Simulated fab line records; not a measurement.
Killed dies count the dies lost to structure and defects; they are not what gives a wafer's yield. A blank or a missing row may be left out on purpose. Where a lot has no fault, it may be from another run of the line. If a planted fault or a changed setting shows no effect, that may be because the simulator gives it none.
fab line records	flow nand-harc
record: lots: 5	wafers: 15	last-day: 32
route steps=1302 shown A_M1@1180 A_BONDPAD@1202 END@1302
lots that met no fault: from a run of the same line without faults
start-h: the number of hours between the record's first day and the start of the first shown wafer of the lot	wait-h: time in hours since the lot's previous step	" the same as in the row above	L1.1+2: one row covering several wafers at once	- no value, or no start was given	* or withheld: withheld	< > ~ a bound
route shown NAME@n: names a module that has steps shown in the file, with the first one's number in the route	usual: average and standard deviation across the fault-free wafers	same: alike in all rows	chamber/n: place in a boat	sites: each site's reading	_std_site: how widely they spread, as a standard deviation	_edge_site: the outer-site mean with the inner-site mean subtracted	radius-mm: how far each site lies from the wafer's centre	mask NAME#n: copy n	behind: the last tool/chamber to shape the wafer	hold: reason for holding the lot/hours on hold/outcome of the hold	device: whichever transistor did not switch (one of n, p or np)	end of line: the route-end tests of the same wafers	step lacking rows: just its recipe	killed: dies lost to structure and defects at the first sort, not the wafer's yield	map: shows each die of a wafer: x if killed, . if not, _ if none is there
set.NAME: the setting as run; set.NAME@STEP: as run at that earlier step	model.NAME: the simulator's own value behind a step, which no gauge read
lots at some steps of the route; a table a step, a row a wafer
services: when a tool's chamber went out of use (start-h, in hours from the record's first day, below 0 if earlier), for how many hours, and the reason
== steps ==
step: NHARC_A_M1_OVL_MEAS_10
recipe: pitch-nm: 240
usual: overlay-x-nm: 0.0/0.75	overlay-y-nm: 0.1/0.73
lot.wafer	tool	chamber	start-h	wait-h	overlay-x-nm	overlay-y-nm
L782.1	overlay-01	-	511.33	-	0.3	-0.5
L782.2	"	-	"	"	-0.3	-0.4
L782.4	"	-	"	"	0.0	0.2
L783.1	overlay-01	-	526.83	-	0.4	-0.1
L783.3	"	-	"	"	0.1	0.1
L783.6	"	-	"	"	0.3	0.2
L794.4	overlay-02	-	629.13	-	1.1	0.1
L794.5	"	-	"	"	0.9	0.1
L794.6	"	-	"	"	1.1	-0.1
L799.1	overlay-02	-	675.71	-	0.8	-0.5
L799.2	"	-	"	"	0.9	0.1
L799.4	"	-	"	"	0.8	0.2
L803.3	overlay-02	-	718.67	-	-0.2	0.8
L803.5	"	-	"	"	0.1	1.0
L803.6	"	-	"	"	-0.2	0.9
step: NHARC_A_M1_INSPECT_11
usual: raw-defect-count: 93/36
lot.wafer	tool	chamber	start-h	wait-h	raw-defect-count
L782.1	defect-inspect-01	-	511.36	0.0	69
L782.2	"	-	"	"	60
L782.4	"	-	"	"	72
L783.1	defect-inspect-01	-	526.88	0.1	94
L783.3	"	-	"	"	93
L783.6	"	-	"	"	112
L794.4	defect-inspect-01	-	629.16	0.0	111
L794.5	"	-	"	"	116
L794.6	"	-	"	"	127
L799.1	defect-inspect-01	-	675.74	0.0	101
L799.2	"	-	"	"	77
L799.4	"	-	"	"	72
L803.3	defect-inspect-01	-	718.71	0.0	47
L803.5	"	-	"	"	55
L803.6	"	-	"	"	35
step: NHARC_A_M1_DESCUM_14
recipe: time-s: 3	o2-flow-sccm: 200	ar-flow-sccm: 0	bias-power-w: 0	chemistry: O2
step: NHARC_A_M1_ETCH_35
recipe: target-depth-a: 400	overetch-a: 120	time-s: 43.94	ion-energy-ev: 200	n2-flow-sccm: 150	h2-flow-sccm: 150	ar-flow-sccm: 0	rf-w: 400	bias-w: 150	chemistry: N2/H2
step: NHARC_A_M1_ETCH_15
recipe: target-depth-a: 1825	time-s: 91.2	c4f8-flow-sccm: withheld	ar-flow-sccm: 400	rf-w: 600	bias-w: 300	chemistry: C4F8/Ar
step: NHARC_A_M1_CD_MEAS_16
usual: cd-nm: 119.6/0.79
lot.wafer	tool	chamber	start-h	wait-h	cd-nm
L782.1	cd-sem-02	-	511.73	-	120.3
L782.2	"	-	"	"	118.5
L782.4	"	-	"	"	118.5
L783.1	cd-sem-01	-	527.25	-	120.1
L783.3	"	-	"	"	118.7
L783.6	"	-	"	"	119.0
L794.4	cd-sem-02	-	629.54	-	119.2
L794.5	"	-	"	"	118.3
L794.6	"	-	"	"	120.0
L799.1	cd-sem-01	-	676.11	-	120.0
L799.2	"	-	"	"	120.7
L799.4	"	-	"	"	120.8
L803.3	cd-sem-03	-	719.08	-	120.0
L803.5	"	-	"	"	120.2
L803.6	"	-	"	"	119.8
step: NHARC_A_M1_STRIP_18
recipe: power-w: 1000	n2-flow-sccm: 150	h2-flow-sccm: 150	ar-flow-sccm: 0	bias-w: 0	chemistry: N2/H2
step: NHARC_A_M1_ETCH_28
recipe: target-depth-a: 300	over-etch-frac: 0.3	time-s: 72.99	ion-energy-ev: 150	cf4-flow-sccm: 50	n2-flow-sccm: 100	ar-flow-sccm: 150	rf-w: 300	bias-w: 100	chemistry: CF4/N2
step: NHARC_A_M1_STRIP_19
recipe: time-s: 600	temp-c: 30	chemistry: post-etch-residue-remover
step: NHARC_A_M1_DEGAS_29
recipe: temp-c: 250	time-s: 60
step: NHARC_A_M1_PRE_CLEAN_30
recipe: time-s: 30	temp-c: 280	gas: H2/He
usual: heater-power-w: 394/44
lot.wafer	tool	chamber	start-h	wait-h	heater-power-w
L782.1	pvd-sputter-03	-	-	-	428
L782.2	"	-	"	"	376
L782.4	"	-	"	"	357
L783.3	pvd-sputter-02	-	-	-	381
L783.1	"	-	"	"	460
L783.6	"	-	"	"	367
L794.4	pvd-sputter-02	-	-	-	390
L794.6	"	-	"	"	378
L794.5	"	-	"	"	495
L799.4	pvd-sputter-03	-	-	-	358
L799.2	"	-	"	"	356
L799.1	"	-	"	"	427
L803.3	pvd-sputter-03	-	-	-	370
L803.6	"	-	"	"	383
L803.5	"	-	"	"	366
step: NHARC_A_M1_PVD_20
recipe: target-thk-a: 50	bias-v: 168.6	power-w: 15000	chamber-pressure-pa: 0.12	time-s: 8.06	substrate-temp-c: 50	material: TaN
usual: throttle-valve-pct: 30.4/0.96
lot.wafer	tool	chamber	start-h	wait-h	throttle-valve-pct
L782.2	pvd-sputter-03	-	-	-	30.9
L782.4	"	-	"	"	31.4
L782.1	"	-	"	"	30.6
L783.3	pvd-sputter-02	-	-	-	29.3
L783.1	"	-	"	"	30.9
L783.6	"	-	"	"	29.8
L794.4	pvd-sputter-02	-	-	-	30.9
L794.5	"	-	"	"	30.0
L794.6	"	-	"	"	29.7
L799.4	pvd-sputter-03	-	-	-	31.0
L799.1	"	-	"	"	31.6
L799.2	"	-	"	"	30.7
L803.3	pvd-sputter-03	-	-	-	30.2
L803.5	"	-	"	"	30.1
L803.6	"	-	"	"	31.6
step: NHARC_A_M1_PVD_21
recipe: target-thk-a: 300	chamber-pressure-pa: 5	power-w: 5000	substrate-temp-c: 30	time-s: 20.49	material: Cu
usual: throttle-valve-pct: 30.5/1
lot.wafer	tool	chamber	start-h	wait-h	throttle-valve-pct
L782.2	pvd-sputter-03	-	512.68	-	28.9
L782.1	"	-	"	"	31.1
L782.4	"	-	"	"	31.5
L783.1	pvd-sputter-02	-	528.19	-	30.8
L783.3	"	-	"	"	29.4
L783.6	"	-	"	"	29.5
L794.4	pvd-sputter-02	-	630.50	-	30.9
L794.5	"	-	"	"	30.0
L794.6	"	-	"	"	29.9
L799.4	pvd-sputter-03	-	677.05	-	29.3
L799.2	"	-	"	"	31.0
L799.1	"	-	"	"	31.5
L803.3	pvd-sputter-03	-	720.03	-	31.0
L803.5	"	-	"	"	30.0
L803.6	"	-	"	"	31.8
step: NHARC_A_M1_ECD_22
recipe: target-thk-a: 4000	bath-temp-c: 25	material: Cu
step: NHARC_A_M1_ANNEAL_31
recipe: temp-c: 225	time-s: 90
step: NHARC_A_M1_CMP_23
recipe: t-overpolish-s: 20	target-thk-nm: 154.34
step: NHARC_A_M1_SRD_25
step: NHARC_A_M1_INSPECT_27
usual: raw-defect-count: 544/150
lot.wafer	tool	chamber	start-h	wait-h	raw-defect-count
L782.1	defect-inspect-02	-	514.00	0.0	333
L782.2	"	-	"	"	324
L782.4	"	-	"	"	413
L783.1	defect-inspect-02	-	529.52	0.0	454
L783.3	"	-	"	"	433
L783.6	"	-	"	"	487
L794.4	defect-inspect-02	-	631.80	0.0	719
L794.5	"	-	"	"	460
L794.6	"	-	"	"	554
L799.1	defect-inspect-02	-	678.38	0.0	443
L799.2	"	-	"	"	354
L799.4	"	-	"	"	415
L803.3	defect-inspect-02	-	721.65	0.0	373
L803.5	"	-	"	"	439
L803.6	"	-	"	"	411
step: NHARC_A_M1_PRE_CLEAN_32
recipe: time-s: 12	temp-c: 370	rf-power-w: 300	gas: NH3
step: NHARC_A_M1_DEP_33
recipe: target-thk-a: 300	temp-c: 370	target-thk-nm: 30	pressure-torr: 3	flow-sccm: 200	rf-w: 450	material: SiCN
usual: heater-power-w: 593/58
lot.wafer	tool	chamber	start-h	wait-h	heater-power-w
L782.2	pecvd-01	2	514.19	0.1	612
L782.1	"	0	"	"	613
L782.4	"	2	"	"	610
L783.1	pecvd-01	0	529.67	0.1	610
L783.3	"	2	"	"	549
L783.6	"	0	"	"	621
L794.5	pecvd-04	1	632.08	0.2	403
L794.6	"	2	"	"	556
L794.4	"	0	"	"	647
L799.2	pecvd-02	1	678.57	0.1	630
L799.1	"	2	"	"	629
L799.4	"	2	"	"	639
L803.3	pecvd-02	1	723.89	1.6	613
L803.6	"	2	"	"	639
L803.5	"	0	"	"	678
step: NHARC_A_BONDPAD_DEP_00
recipe: target-thk-a: 2500	temp-c: 370	target-thk-nm: 250	pressure-torr: 3	flow-sccm: 200	rf-w: 450	material: SiCN
usual: heater-power-w: 582/45
lot.wafer	tool	chamber	start-h	wait-h	heater-power-w
L782.2	pecvd-03	1	514.87	-	632
L782.1	"	2	"	"	565
L782.4	"	1	"	"	647
L783.1	pecvd-02	1	530.22	-	561
L783.3	"	2	"	"	560
L783.6	"	2	"	"	592
L794.6	pecvd-03	2	632.64	-	586
L794.5	"	0	"	"	555
L794.4	"	1	"	"	518
L799.1	pecvd-03	0	679.13	-	635
L799.2	"	1	"	"	479
L799.4	"	2	"	"	608
L803.6	pecvd-01	2	724.58	-	611
L803.5	"	0	"	"	625
step: NHARC_A_BONDPAD_CMP_29
recipe: target-thk-nm: 200	material: SiCN
usual: motor-current-A: 11.6/1.2
lot.wafer	tool	chamber	start-h	wait-h	motor-current-A
L782.4	cmp-04	2	515.27	-	10.0
L782.1	"	3	"	"	14.8
L782.2	"	0	"	"	11.5
L783.3	cmp-02	0	530.66	-	12.5
L783.1	"	2	"	"	11.8
L783.6	"	0	"	"	12.3
L794.4	cmp-02	1	632.91	-	10.4
L794.5	"	1	"	"	10.4
L794.6	"	2	"	"	11.5
L799.2	cmp-03	2	679.49	-	12.9
L799.1	"	0	"	"	11.1
L799.4	"	1	"	"	11.8
L803.6	cmp-02	1	724.96	-	10.3
L803.5	"	2	"	"	11.4
step: NHARC_A_BONDPAD_THK_MEAS_30
recipe: thk-meas-gauge: ellipsometry
usual: thk-nm: 199.7/1.4
lot.wafer	tool	chamber	start-h	wait-h	thk-nm
L782.1	film-metro-01	-	515.52	0.2	198.6
L782.2	"	-	"	"	199.9
L782.4	"	-	"	"	201.8
L783.1	film-metro-02	-	530.88	0.2	200.6
L783.3	"	-	"	"	199.2
L783.6	"	-	"	"	198.6
L794.4	film-metro-02	-	633.16	0.2	201.8
L794.5	"	-	"	"	203.2
L794.6	"	-	"	"	198.7
L799.1	film-metro-02	-	679.75	0.2	197.0
L799.2	"	-	"	"	201.0
L799.4	"	-	"	"	199.5
L803.5	film-metro-02	-	725.11	0.1	198.0
L803.6	"	-	"	"	198.2
step: NHARC_A_BONDPAD_SRD_31
step: NHARC_A_BONDPAD_DEHYDRATE_01
recipe: temp-c: 150	time-s: 120
step: NHARC_A_BONDPAD_HMDS_02
recipe: time-s: 30
step: NHARC_A_BONDPAD_COAT_33
recipe: temp-c: 200	time-s: 65
step: NHARC_A_BONDPAD_COAT_03
recipe: spin-rpm: 2000	resist-thk-nm: 600
step: NHARC_A_BONDPAD_SOFTBAKE_04
recipe: temp-c: 125	time-s: 70
step: NHARC_A_BONDPAD_EBR_05
step: NHARC_A_BONDPAD_EXPOSE_06
recipe: na: 0.55	dose-mj: 36.99	mask-id: A_BPAD
step: NHARC_A_BONDPAD_PEB_07
recipe: peb-temp-c: 128	peb-time-s: 80
step: NHARC_A_BONDPAD_DEVELOP_08
recipe: time-s: 50	dev-temp-c: 22
step: NHARC_A_BONDPAD_CD_MEAS_09
recipe: target-cd-nm: 500	landing-energy-ev: 500
usual: cd-nm: 500.1/2
lot.wafer	tool	chamber	start-h	wait-h	cd-nm
L782.1	cd-sem-01	0	515.96	-	502.7
L782.2	"	0	"	"	501.1
L782.4	"	0	"	"	500.8
L783.1	cd-sem-01	0	531.32	-	503.8
L783.3	"	0	"	"	503.5
L783.6	"	0	"	"	503.4
L794.4	cd-sem-01	0	633.73	-	503.1
L794.5	"	0	"	"	501.0
L794.6	"	0	"	"	504.1
L799.1	cd-sem-03	0	680.19	-	502.2
L799.2	"	0	"	"	502.2
L799.4	"	0	"	"	501.2
L803.5	cd-sem-01	0	725.57	-	501.1
L803.6	"	0	"	"	502.1
step: NHARC_A_BONDPAD_OVL_MEAS_35
usual: overlay-x-nm: -1/5.4	overlay-y-nm: 2/5.4
lot.wafer	tool	chamber	start-h	wait-h	overlay-x-nm	overlay-y-nm
L782.1	overlay-02	-	516.05	-	-2	5
L782.2	"	-	"	"	-2	6
L782.4	"	-	"	"	-2	5
L783.1	overlay-01	-	531.41	-	4	2
L783.3	"	-	"	"	4	1
L783.6	"	-	"	"	4	1
L794.4	overlay-01	-	633.82	-	1	-3
L794.5	"	-	"	"	1	-3
L794.6	"	-	"	"	2	-3
L799.1	overlay-02	-	680.27	-	-12	0
L799.2	"	-	"	"	-13	0
L799.4	"	-	"	"	-13	0
L803.5	overlay-02	-	725.65	-	4	-9
L803.6	"	-	"	"	4	-9
step: NHARC_A_BONDPAD_HARDBAKE_10
recipe: temp-c: 118	time-s: 65
step: NHARC_A_BONDPAD_DESCUM_11
recipe: time-s: 3	o2-flow-sccm: 200	ar-flow-sccm: 0	bias-power-w: 0	chemistry: O2
step: NHARC_A_BONDPAD_ETCH_34
recipe: target-depth-a: 600	overetch-a: 180	time-s: 65.91	ion-energy-ev: 200	n2-flow-sccm: 150	h2-flow-sccm: 150	ar-flow-sccm: 0	rf-w: 400	bias-w: 150	chemistry: N2/H2
step: NHARC_A_BONDPAD_ETCH_12
recipe: target-depth-a: 2200	time-s: 110	chf3-flow-sccm: 50	o2-flow-sccm: 10	ar-flow-sccm: 200	rf-w: 500	bias-w: 200	chemistry: CHF3/O2
step: NHARC_A_BONDPAD_CD_MEAS_13
usual: cd-nm: 499.3/2.3
lot.wafer	tool	chamber	start-h	wait-h	cd-nm
L782.1	cd-sem-03	-	516.49	-	502.9
L782.2	"	-	"	"	500.7
L782.4	"	-	"	"	499.6
L783.1	cd-sem-03	-	531.85	-	503.2
L783.3	"	-	"	"	503.5
L783.6	"	-	"	"	503.8
L794.4	cd-sem-03	-	634.26	-	504.2
L794.5	"	-	"	"	500.6
L794.6	"	-	"	"	502.7
L799.1	cd-sem-02	-	680.86	-	502.2
L799.2	"	-	"	"	501.7
L799.4	"	-	"	"	500.5
L803.5	cd-sem-02	-	726.15	-	499.4
L803.6	"	-	"	"	500.8
step: NHARC_END_SORT_01
recipe: temp-c: 25
usual: defect-limited-yield: 90.1/2.5	killed-at-array: 62/18	killed-at-other: 0.9/1.2	killed-at-periphery: 4.2/2.9	killed-dies: 67/17	killed-open: 3.6/1.9	killed-short: 2.5/1.6
same: gross-dies: 677
lot.wafer	tool	chamber	start-h	wait-h	hold	defect-limited-yield[%]	killed-at-array	killed-at-other	killed-at-periphery	killed-dies	killed-open	killed-short
L783.1	prober-02	0	601.53	2.5	-	88.5	66	6	6	78	5	2
L783.3	prober-02	0	603.13	3.1	-	91.4	51	1	6	58	1	4
L783.6	prober-02	0	605.52	4.0	-	89.7	66	1	3	70	7	2
L782.1	prober-02	0	609.35	2.5	-	92.6	47	0	3	50	2	4
L782.2	prober-02	0	610.13	2.8	-	91.6	49	0	8	57	5	2
L782.4	prober-02	0	611.70	3.4	-	90.5	57	0	7	64	3	4
L794.4	prober-01	0	669.36	3.4	-	89.7	66	0	4	70	4	1
L794.5	prober-01	0	670.16	3.7	-	89.2	67	1	5	73	2	2
L794.6	prober-01	0	670.96	4.0	-	88.6	76	1	0	77	1	3
L799.1	prober-02	0	709.95	2.5	-	89.4	65	4	3	72	4	2
L799.2	prober-02	0	710.76	2.8	-	90.4	52	5	8	65	1	1
L799.4	prober-02	0	712.38	3.4	-	90.4	49	4	12	65	5	2
L803.3	prober-01	0	755.49	3.1	await-dispo/3.6h/release	0	672	0	5	677	7	5
L803.5	prober-01	0	757.07	3.7	await-dispo/3.6h/release	91.4	53	2	3	58	4	1
L803.6	prober-01	0	757.86	4.0	await-dispo/3.6h/release	94.5	35	0	2	37	4	4
killed by level:class
L783.1 A_SLIT:chamber-film-flake=29 A_CHANNEL_HOLE_D2:chamber-film-flake=27 P_GATE:chamber-film-flake=5 THIN_TSV:chamber-film-flake=4 A_STAIRCASE:chamber-film-flake=3 P_CONTACT:geometric-particle:open=1 A_ONON_D1:geometric-particle:short=1 A_ONON_D1:geometric-particle:open=1
L783.3 A_CHANNEL_HOLE_D2:chamber-film-flake=21 A_SLIT:chamber-film-flake=19 P_GATE:chamber-film-flake=5 A_WL_FILL:geometric-particle:short=2 A_CHANNEL_HOLE_D1:chamber-film-flake=2 A_STAIRCASE:chamber-film-flake=2 A_CONTACT:chamber-film-flake=2 P_M0:geometric-particle:short=1
L783.6 A_SLIT:chamber-film-flake=28 A_CHANNEL_HOLE_D2:chamber-film-flake=19 A_CHANNEL_HOLE_D1:chamber-film-flake=4 A_M0:geometric-particle:open=3 A_WL_FILL:geometric-particle:short=2 P_GATE:chamber-film-flake=2 A_DECK1_JOINT:chamber-film-flake=2 A_CONTACT:chamber-film-flake=2
L782.1 A_CHANNEL_HOLE_D2:chamber-film-flake=26 A_STAIRCASE:chamber-film-flake=8 P_M0:chamber-film-flake=2 A_CHANNEL_HOLE_D1:chamber-film-flake=2 A_DECK1_JOINT:chamber-film-flake=2 A_CONTACT:chamber-film-flake=2 A_ONON_D1:geometric-particle:short=1 A_CHANNEL_FILL_D1:geometric-particle:open=1
L782.2 A_CHANNEL_HOLE_D2:chamber-film-flake=29 A_STAIRCASE:chamber-film-flake=9 P_BONDPAD:chamber-film-flake=3 P_M0:geometric-particle:open=2 A_CHANNEL_FILL_D1:geometric-particle:short=2 P_ZERO_WELL:chamber-film-flake=2 A_CHANNEL_HOLE_D1:chamber-film-flake=2 A_CONTACT:chamber-film-flake=2
L782.4 A_CHANNEL_HOLE_D2:chamber-film-flake=35 A_STAIRCASE:chamber-film-flake=8 A_CONTACT:chamber-film-flake=5 P_CONTACT:geometric-particle:open=2 P_STI:chamber-film-flake=2 A_CHANNEL_FILL_D1:chamber-film-flake=2 A_CHANNEL_HOLE_D1:geometric-particle:open=1 A_CHANNEL_HOLE_D1:geometric-particle:short=1
L794.4 A_CHANNEL_HOLE_D1:chamber-film-flake=28 A_SLIT:chamber-film-flake=24 A_STAIRCASE:chamber-film-flake=4 P_BONDPAD:chamber-film-flake=3 A_ONON_D1:geometric-particle:open=2 A_WL_FILL:chamber-film-flake=2 A_CONTACT:chamber-film-flake=2 A_BLC:chamber-film-flake=2
L794.5 A_SLIT:chamber-film-flake=30 A_CHANNEL_HOLE_D1:chamber-film-flake=27 A_STAIRCASE:chamber-film-flake=4 P_BONDPAD:chamber-film-flake=2 P_GATE:geometric-particle:open=1 A_ONON_D1:geometric-particle:short=1 A_ONON_D1:geometric-particle:open=1 A_CHANNEL_FILL_D2:geometric-particle:short=1
L794.6 A_SLIT:chamber-film-flake=31 A_CHANNEL_HOLE_D1:chamber-film-flake=23 A_STAIRCASE:chamber-film-flake=7 A_CONTACT:chamber-film-flake=6 A_CHANNEL_HOLE_D2:chamber-film-flake=3 A_ONON_D1:geometric-particle:open=1 A_ONON_D1:geometric-particle:short=1 A_DECK1_JOINT:geometric-particle:short=1
L799.1 A_SLIT:chamber-film-flake=40 A_CHANNEL_HOLE_D1:chamber-film-flake=12 A_STAIRCASE:chamber-film-flake=6 THIN_TSV:chamber-film-flake=3 A_CHANNEL_FILL_D2:geometric-particle:open=2 A_CHANNEL_FILL_D1:chamber-film-flake=2 A_CONTACT:chamber-film-flake=2 P_CONTACT:geometric-particle:open=1
L799.2 A_SLIT:chamber-film-flake=25 A_CHANNEL_HOLE_D1:chamber-film-flake=12 A_STAIRCASE:chamber-film-flake=9 P_BONDPAD:chamber-film-flake=5 THIN_TSV:chamber-film-flake=5 A_CONTACT:chamber-film-flake=4 P_GATE:chamber-film-flake=2 P_M2:geometric-particle:open=1
L799.4 A_SLIT:chamber-film-flake=28 A_CHANNEL_HOLE_D1:chamber-film-flake=8 A_STAIRCASE:chamber-film-flake=6 P_BONDPAD:chamber-film-flake=6 A_CONTACT:chamber-film-flake=4 P_GATE:chamber-film-flake=3 THIN_TSV:chamber-film-flake=3 P_STI:geometric-particle:open=1
L803.3 A_M1:area-pvd=627 A_CHANNEL_HOLE_D1:chamber-film-flake=17 A_CONTACT:chamber-film-flake=8 A_SLIT:chamber-film-flake=6 A_SGD_CUT:geometric-particle:open=2 A_BLC:geometric-particle:open=2 P_STI:chamber-film-flake=2 A_CHANNEL_HOLE_D2:chamber-film-flake=2
L803.5 A_CHANNEL_HOLE_D1:chamber-film-flake=28 A_SLIT:chamber-film-flake=10 A_CONTACT:chamber-film-flake=9 P_CONTACT:geometric-particle:open=1 A_ONON_D2:geometric-particle:open=1 A_CONTACT:geometric-particle:open=1 A_M0:geometric-particle:open=1 STARTING-WAFER:geometric-particle:short=1
L803.6 A_CHANNEL_HOLE_D1:chamber-film-flake=12 A_CONTACT:chamber-film-flake=9 A_SLIT:chamber-film-flake=6 P_M0:geometric-particle:short=1 A_ONON_D1:geometric-particle:open=1 A_CHANNEL_HOLE_D1:geometric-particle:open=1 A_ONON_D2:geometric-particle:open=1 A_ONON_D2:geometric-particle:short=1
map L803.3 (x killed, . not)
____________x____________
_________xxxxxxx_________
_______xxxxxxxxxxx_______
______xxxxxxxxxxxxx______
_____xxxxxxxxxxxxxxx_____
____xxxxxxxxxxxxxxxxx____
____xxxxxxxxxxxxxxxxx____
___xxxxxxxxxxxxxxxxxxx___
___xxxxxxxxxxxxxxxxxxx___
__xxxxxxxxxxxxxxxxxxxxx__
__xxxxxxxxxxxxxxxxxxxxx__
_xxxxxxxxxxxxxxxxxxxxxxx_
_xxxxxxxxxxxxxxxxxxxxxxx_
_xxxxxxxxxxxxxxxxxxxxxxx_
_xxxxxxxxxxxxxxxxxxxxxxx_
_xxxxxxxxxxxxxxxxxxxxxxx_
xxxxxxxxxxxxxxxxxxxxxxxxx
xxxxxxxxxxxxxxxxxxxxxxxxx
xxxxxxxxxxxxxxxxxxxxxxxxx
xxxxxxxxxxxxxxxxxxxxxxxxx
xxxxxxxxxxxxxxxxxxxxxxxxx
_xxxxxxxxxxxxxxxxxxxxxxx_
_xxxxxxxxxxxxxxxxxxxxxxx_
_xxxxxxxxxxxxxxxxxxxxxxx_
_xxxxxxxxxxxxxxxxxxxxxxx_
_xxxxxxxxxxxxxxxxxxxxxxx_
__xxxxxxxxxxxxxxxxxxxxx__
__xxxxxxxxxxxxxxxxxxxxx__
___xxxxxxxxxxxxxxxxxxx___
___xxxxxxxxxxxxxxxxxxx___
____xxxxxxxxxxxxxxxxx____
____xxxxxxxxxxxxxxxxx____
_____xxxxxxxxxxxxxxx_____
______xxxxxxxxxxxxx______
_______xxxxxxxxxxx_______
_________xxxxxxx_________
____________x____________
map L799.1 (x killed, . not)
____________.____________
_________..xx..x_________
_______..........._______
______.............______
_____..............._____
____.................____
____.................____
___...................___
___...................___
__.....................__
__.....................__
_......................x_
_......................x_
_...................x.x._
_...................x.x._
_.......x........x......_
..................xxx.x.x
..................x.x.x.x
..................x.xxxx.
.......x...........xxxx..
..................xxxxxxx
_.................xxxxx._
_.....x..........xxxxx.x_
_.................xx.xx._
_............x..x.xx.xxx_
_.....................x._
__...............xx...x__
__.....................__
___...x...............___
___...x.....x........x___
____....x.x..x.......____
____.................____
_____..............._____
______.........x...______
_______..........._______
_________......._________
____________.____________
== services ==
tool	chamber	start-h	hours	kind
cmp-03	-	489.26	3.4	repair
pvd-sputter-03	-	502.00	10.0	pm
cmp-02	-	502.58	4.0	pm
cmp-03	-	509.84	0.6	repair
pecvd-01	1	513.91	4.2	repair
pvd-sputter-02	-	526.57	0.9	repair
cmp-04	-	527.42	3.5	repair
pecvd-03	-	527.85	13.0	pm
cmp-03	-	530.14	4.0	pm
pecvd-02	-	532.35	2.1	repair
pecvd-01	1	539.24	6.0	repair
pecvd-02	-	565.66	13.0	pm
cmp-04	-	569.06	1.5	repair
cmp-04	-	578.75	4.0	pm
cmp-02	-	600.58	4.0	pm
pecvd-03	-	602.45	2.7	repair
pecvd-04	-	607.49	13.0	pm
pvd-sputter-02	-	614.00	10.0	pm
pecvd-03	-	629.73	1.5	repair
pecvd-01	-	649.26	13.0	pm
cmp-02	-	666.94	0.3	repair
pvd-sputter-03	-	677.18	4.3	repair
cmp-02	-	698.58	4.0	pm
pecvd-03	-	708.85	13.0	pm
== key ==
first-sign: step: NHARC_END_SORT_01	reading: defect-limited-yield	direction: down	sigmas: 35	usual: 90.1	struck: 0
effect: step: NHARC_END_SORT_01	reading: killed-dies	direction: up	sigmas: 35	usual: 67	struck: 677
more-kills-born-at: NHARC_A_M1_PVD_21@pvd-sputter-03: 627
met-at NHARC_A_M1_PVD_21
struck-wafers L803.3
later-rows-left-out L803.3
onset-between 677.05 720.03
fault: kind: process-parameter-drift	tool: pvd-sputter-03	chamber: -	onset-h: 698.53	steps: NHARC_A_M1_PVD_21	channel: target-thk-a	offset: *	shape: step	end-h: 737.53	scope: struck-wafers-only	acts-in: *	stated: *
later-rows-left-out: the simulator's readings of these wafers behind a module that went badly wrong aren't trusted and aren't shown, but for the sort
